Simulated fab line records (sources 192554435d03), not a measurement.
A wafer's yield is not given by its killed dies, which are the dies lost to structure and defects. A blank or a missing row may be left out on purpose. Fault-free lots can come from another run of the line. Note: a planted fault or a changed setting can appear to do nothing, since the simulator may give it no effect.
Matching of chambers	flow n5_finfet	N5_BEOL_M15_ETCH_61 on rie_diel-05: 4 sister chambers
The step etches BARC in N2/H2, target depth 89 nm, overetch 26.7 nm, time 67.9 s. 8 wafers are shown with their chamber, then 9 later ones without.

== EACH WAFER AND ITS CHAMBER ==
wafer	chamber	showerhead_plenum_p_Torr (Torr)	drypump_motor_current_A (A)
L076.5	0	2.34	5.6
L079.3	1	2.69	6.1
L079.6	2	2.66	6.7
L081.2	1	2.69	6.1
L081.6	2	2.66	6.8
L084.3	0	2.34	5.6
L084.4	3	2.59	5.8
L084.5	3	2.60	5.8

== WAFERS WITH NO CHAMBER GIVEN ==
wafer	showerhead_plenum_p_Torr (Torr)	drypump_motor_current_A (A)
L093.1	2.59	5.7
L093.5	2.65	6.8
L093.6	2.68	6.1
L094.2	2.68	6.1
L094.3	2.59	5.8
L094.5	2.68	6.1
L096.2	2.65	6.7
L096.3	2.68	6.1
L096.4	2.59	5.8

== WHICH CHAMBER EACH ONE RAN IN ==
wafer	from the rows above	in truth
L093.1	3	3
L093.5	2	2
L093.6	1	1
L094.2	1	1
L094.3	3	3
L094.5	1	1
L096.2	2	2
L096.3	1	1
L096.4	3	3
Placed correctly: 9 of 9. Number that these rows cannot place: 0. Placed wrongly: 0.
How it was worked out, from the rows above alone: a wafer's distance from a chamber is the root of the sum, over the readings, of the square of ((its reading less the chamber's mean) divided by the reading's scatter). If the next closest chamber is less than 2 further off than the closest, the wafer can't be placed; otherwise it belongs to the closest. Each chamber's mean is taken over the wafers shown for it. The scatter: take each reading less its chamber's mean, square it, sum over the shown wafers, divide by the number of wafers less the number of chambers, and take the root.
